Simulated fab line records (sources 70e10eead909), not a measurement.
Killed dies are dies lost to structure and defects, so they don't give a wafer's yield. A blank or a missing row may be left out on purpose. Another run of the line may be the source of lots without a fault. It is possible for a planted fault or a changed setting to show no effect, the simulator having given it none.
Matching of chambers || flow nand_harc || rie_diel-03 running NHARC_A_CONTACT_ETCH_92: 4 sister chambers
The step etches the open film in CH3F/O2, target depth 40 nm, time 85.7 s. 4 wafers are shown with their chamber, then 7 later ones without.

WAFERS PAIRED WITH THEIR CHAMBERS
{"wafer": "L396.1", "chamber": 3, "showerhead_plenum_p_Torr (Torr)": 2.33}
{"wafer": "L396.4", "chamber": 2, "showerhead_plenum_p_Torr (Torr)": 2.28}
{"wafer": "L398.2", "chamber": 0, "showerhead_plenum_p_Torr (Torr)": 2.39}
{"wafer": "L398.4", "chamber": 1, "showerhead_plenum_p_Torr (Torr)": 2.51}

WAFERS WHOSE CHAMBER IS MISSING
{"wafer": "L398.6", "showerhead_plenum_p_Torr (Torr)": 2.32}
{"wafer": "L401.1", "showerhead_plenum_p_Torr (Torr)": 2.32}
{"wafer": "L401.2", "showerhead_plenum_p_Torr (Torr)": 2.28}
{"wafer": "L401.6", "showerhead_plenum_p_Torr (Torr)": 2.28}
{"wafer": "L403.2", "showerhead_plenum_p_Torr (Torr)": 2.32}
{"wafer": "L403.3", "showerhead_plenum_p_Torr (Torr)": 2.39}
{"wafer": "L403.6", "showerhead_plenum_p_Torr (Torr)": 2.32}

THE CHAMBER EACH PASSED THROUGH
{"wafer": "L398.6", "from the rows above": 3, "in truth": 3}
{"wafer": "L401.1", "from the rows above": 3, "in truth": 3}
{"wafer": "L401.2", "from the rows above": 2, "in truth": 2}
{"wafer": "L401.6", "from the rows above": 2, "in truth": 2}
{"wafer": "L403.2", "from the rows above": 3, "in truth": 3}
{"wafer": "L403.3", "from the rows above": 0, "in truth": 0}
{"wafer": "L403.6", "from the rows above": 3, "in truth": 3}
7 of 7 placed correctly. Number that these rows cannot place: 0. Wrongly placed: 0.
How it was worked out, from the rows above alone: a wafer's distance from a chamber is the root of the sum, over the readings, of the square of ((its reading less the chamber's mean) divided by the reading's scatter). If the next closest chamber is less than 2 further off than the closest, the wafer can't be placed; otherwise it belongs to the closest. Each chamber's mean is taken over the wafers shown for it. The scatter: root of mean squared gap, hidden wafer to nearest shown wafer, with one shown wafer a chamber.
